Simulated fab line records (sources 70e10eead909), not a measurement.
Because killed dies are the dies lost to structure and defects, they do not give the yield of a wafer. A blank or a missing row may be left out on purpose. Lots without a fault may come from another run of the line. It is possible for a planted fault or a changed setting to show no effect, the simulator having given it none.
The tool behind it: which one? / flow nandHarc / 7 lots, 21 wafers sampled, at 4 steps of a route of 1159

## WHAT EACH GAUGE READ, for each wafer
NHARC_A_BONDPAD_THK_MEAS_20: measures by xrf.
lot=L802; measured=day 18 05:32; on=filmMetro-01; thkNm (nm)=170.2 172.5 171.8
lot=L806; measured=day 18 16:44; on=filmMetro-02; thkNm (nm)=169.6 168.4 170.2
lot=L808; measured=day 19 16:14; on=filmMetro-02; thkNm (nm)=167.9 169.9 170.1
lot=L813; measured=day 20 17:09; on=filmMetro-01; thkNm (nm)=170.8 171.6 171.5
lot=L819; measured=day 22 13:28; on=filmMetro-01; thkNm (nm)=30.8 29.2 31.2
lot=L822; measured=day 23 10:45; on=filmMetro-02; thkNm (nm)=169.7 170.5 169.7
lot=L824; measured=day 24 00:35; on=filmMetro-02; thkNm (nm)=170.2 167.8 169.0

## TOOL THAT RAN EACH LOT (tool first, then ch and the chambers of the sampled wafers, then the start)
lot=L802; NHARC_A_M1_PRE_CLEAN_32=pecvd-04 ch 0,2, day 18 01:08; NHARC_A_BONDPAD_ETCH_34=rieDiel-06 ch 0,1, day 18 03:15; NHARC_A_BONDPAD_ECD_18=ecdCu-01 ch 0,1, day 18 04:32
lot=L806; NHARC_A_M1_PRE_CLEAN_32=pecvd-02 ch 0,2, day 18 12:08; NHARC_A_BONDPAD_ETCH_34=rieDiel-10 ch 0,1, day 18 14:26; NHARC_A_BONDPAD_ECD_18=ecdCu-01 ch 0, day 18 15:41
lot=L808; NHARC_A_M1_PRE_CLEAN_32=pecvd-02 ch 0,1, day 19 11:44; NHARC_A_BONDPAD_ETCH_34=rieDiel-06 ch 0,1,2, day 19 13:53; NHARC_A_BONDPAD_ECD_18=ecdCu-02 ch 0,1, day 19 15:14
lot=L813; NHARC_A_M1_PRE_CLEAN_32=pecvd-03 ch 0,1,2, day 20 12:43; NHARC_A_BONDPAD_ETCH_34=rieDiel-06 ch 0,1,2, day 20 14:52; NHARC_A_BONDPAD_ECD_18=ecdCu-01 ch 0,1, day 20 16:06
lot=L819; NHARC_A_M1_PRE_CLEAN_32=pecvd-03 ch 0,1,2, day 22 09:04; NHARC_A_BONDPAD_ETCH_34=rieDiel-06 ch 2,3, day 22 11:13; NHARC_A_BONDPAD_ECD_18=ecdCu-01 ch 0,1, day 22 12:29
lot=L822; NHARC_A_M1_PRE_CLEAN_32=pecvd-04 ch 0,1,2, day 23 06:20; NHARC_A_BONDPAD_ETCH_34=rieDiel-06 ch 0,2,3, day 23 08:28; NHARC_A_BONDPAD_ECD_18=ecdCu-01 ch 0,1, day 23 09:43
lot=L824; NHARC_A_M1_PRE_CLEAN_32=pecvd-04 ch 0,1,2, day 23 20:14; NHARC_A_BONDPAD_ETCH_34=rieDiel-06 ch 0,1,3, day 23 22:16; NHARC_A_BONDPAD_ECD_18=ecdCu-02 ch 0, day 23 23:28
- NHARC_A_M1_PRE_CLEAN_32: time 12 s.
- NHARC_A_BONDPAD_ETCH_34: etches the open film in N2/H2, target depth 60 nm, overetch 18 nm, time 65.91 s.
- NHARC_A_BONDPAD_ECD_18: material Cu, target thk 400 nm.

## THE ANSWER, worked out from the rows above alone
Rule: what is usual is taken from the lots themselves. Put in order of their means at a reading, lots are off if they are a third of the lots or fewer, leave a main group of 4 or more, and stand apart from it by a gap of 3 or more times the standard deviation of the main group's means; of several such gaps the widest counts. A main group is skipped when, at the precision printed for the reading in the tables above, its means are all equal. Also off: a lot with no number at a reading for which 4 or more lots have one. The other lots that the step has rows for count as sound.
Off: L819 (NHARC_A_BONDPAD_THK_MEAS_20, thkNm). Main group: mean 170.1 nm, sd 0.98.
If a tool, at a process step before that reading, ran all the lots that are off and no sound lot after the first of them, it fits. Gauges at NHARC_A_BONDPAD_THK_MEAS_20: tried the same way as those tools. Can't be told from this: 2 tools fit, pecvd-03 at NHARC_A_M1_PRE_CLEAN_32, filmMetro-01 at NHARC_A_BONDPAD_THK_MEAS_20.

## WHAT THE SIMULATOR PUT IN
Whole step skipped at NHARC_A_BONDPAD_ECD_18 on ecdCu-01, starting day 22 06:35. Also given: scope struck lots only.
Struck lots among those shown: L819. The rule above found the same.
